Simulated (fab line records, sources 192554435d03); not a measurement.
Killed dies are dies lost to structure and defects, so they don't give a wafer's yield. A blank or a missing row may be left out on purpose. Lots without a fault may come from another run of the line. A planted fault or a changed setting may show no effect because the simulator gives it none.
Split-lot experiment | flow n5_finfet | 7 lots, 21 wafers read, on a route of 1938 steps

THE SPLIT
At N5_BEOL_M10_COAT_05 (resist thk 90 nm), the setting spin_rpm was moved away from the recipe's 1500 rpm on 9 of the 21 wafers read, by -8.5% to +10.7%. The other wafers ran this setting at the recipe's value.

FROM THE SPLIT TO THE READING: what the file shows between them, 2 steps
- N5_BEOL_M10_EXPOSE_08: exposes mask M10 (also split here: dose_mj)
- N5_BEOL_M10_PEB_09: peb time 60 s

THE READING
CAR-ArF_of_BEOL_M10_COAT_05.thk_nm (the simulator's own value, which no gauge read), in nm, at N5_BEOL_M10_DEVELOP_10 (develop time 30 s). The file gives no usual value for it. The 12 wafers here that ran the recipe average 88.3 nm, standard deviation 0.26 nm.

wafer  | tool, chamber at the split | spin_rpm as run, rpm | against the recipe | CAR-ArF_of_BEOL_M10_COAT_05.thk_nm, nm | against lot-mates on the recipe
L074.1 | litho_track-03, 0          | 1500                 | recipe             | 88.2                                   | -
L074.2 | litho_track-03, 0          | 1500                 | recipe             | 87.8                                   | -
L074.3 | litho_track-03, 0          | 1500                 | recipe             | 88                                     | -
L076.1 | litho_track-04, 0          | 1398                 | -6.8%              | 91.8                                   | +3.2
L076.2 | litho_track-04, 0          | 1398                 | -6.8%              | 92                                     | +3.4
L076.4 | litho_track-04, 0          | 1500                 | recipe             | 88.6                                   | -
L078.2 | litho_track-04, 0          | 1500                 | recipe             | 88.2                                   | -
L078.6 | litho_track-04, 0          | 1500                 | recipe             | 88.2                                   | -
L078.3 | litho_track-04, 0          | 1500                 | recipe             | 88                                     | -
L082.1 | litho_track-04, 0          | 1661                 | +10.7%             | 83.8                                   | no lot-mate on the recipe
L082.4 | litho_track-04, 0          | 1661                 | +10.7%             | 83.8                                   | no lot-mate on the recipe
L082.3 | litho_track-04, 0          | 1661                 | +10.7%             | 83.6                                   | no lot-mate on the recipe
L084.2 | litho_track-02, 0          | 1500                 | recipe             | 88.4                                   | -
L084.3 | litho_track-02, 0          | 1579                 | +5.3%              | 86.2                                   | -2.2
L084.5 | litho_track-02, 0          | 1579                 | +5.3%              | 86.2                                   | -2.2
L087.3 | litho_track-02, 0          | 1500                 | recipe             | 88.6                                   | -
L087.4 | litho_track-02, 0          | 1500                 | recipe             | 88.6                                   | -
L087.5 | litho_track-02, 0          | 1500                 | recipe             | 88.6                                   | -
L095.2 | litho_track-04, 0          | 1372                 | -8.5%              | 92.4                                   | +4.0
L095.4 | litho_track-04, 0          | 1372                 | -8.5%              | 92.4                                   | +4.0
L095.5 | litho_track-04, 0          | 1500                 | recipe             | 88.4                                   | -

THE FIT
A straight line over all 21 wafers: CAR-ArF_of_BEOL_M10_COAT_05.thk_nm changes by -0.453 nm for each +1% of spin_rpm; r = -0.99; the points scatter about the line by 0.28 nm.
The same after taking each lot's own level away (the mean of its wafers on the recipe; 18 wafers): -0.461 nm for each +1%; r = -1.00; scatter 0.12 nm.
On that fit, the largest move of spin_rpm shifts the reading by 4.9 nm.
The lots' own levels span 88.00 to 88.60 nm, that is 2.3 times the standard deviation above.
So the lot-to-lot level changes the slope little: the two slopes agree.
Check: with one of the wafers moved furthest among these (-8.5%) left out of the fit, the line predicts +3.98 nm for it against its lot-mates. It came out at +4 nm against them.

OTHER SPLITS ON THESE WAFERS
These wafers also went through other splits before the reading. Each is held against what the fit with the lots' levels taken away leaves over:
other split on the same wafers | wafers away from the commonest value | r with CAR-ArF_of_BEOL_M10_COAT_05.thk_nm (lot level and that fit taken away)
N5_BEOL_M9_EXPOSE_08 dose_mj   | 6                                    | -0.37
N5_BEOL_M10_EXPOSE_08 dose_mj  | 9                                    | -0.19

THE WHOLE CHAIN: every reading that the file lists as answering this split, in the file's order
step                   | what it does      | reading                                                                             | change (the file's fit)               | r (the file's)
N5_BEOL_M10_COAT_05    | resist thk 90 nm  | CAR-ArF_of_BEOL_M10_COAT_05.thk_nm (the simulator's own value, which no gauge read) | -0.47 nm for each +1% of the setting  | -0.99
N5_BEOL_M10_DEVELOP_10 | develop time 30 s | CAR-ArF_of_BEOL_M10_COAT_05.thk_nm (the simulator's own value, which no gauge read) | -0.464 nm for each +1% of the setting | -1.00

THE FILE'S OWN FIT
CAR-ArF_of_BEOL_M10_COAT_05.thk_nm changes by -0.464 nm for each +1% of spin_rpm, r = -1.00.
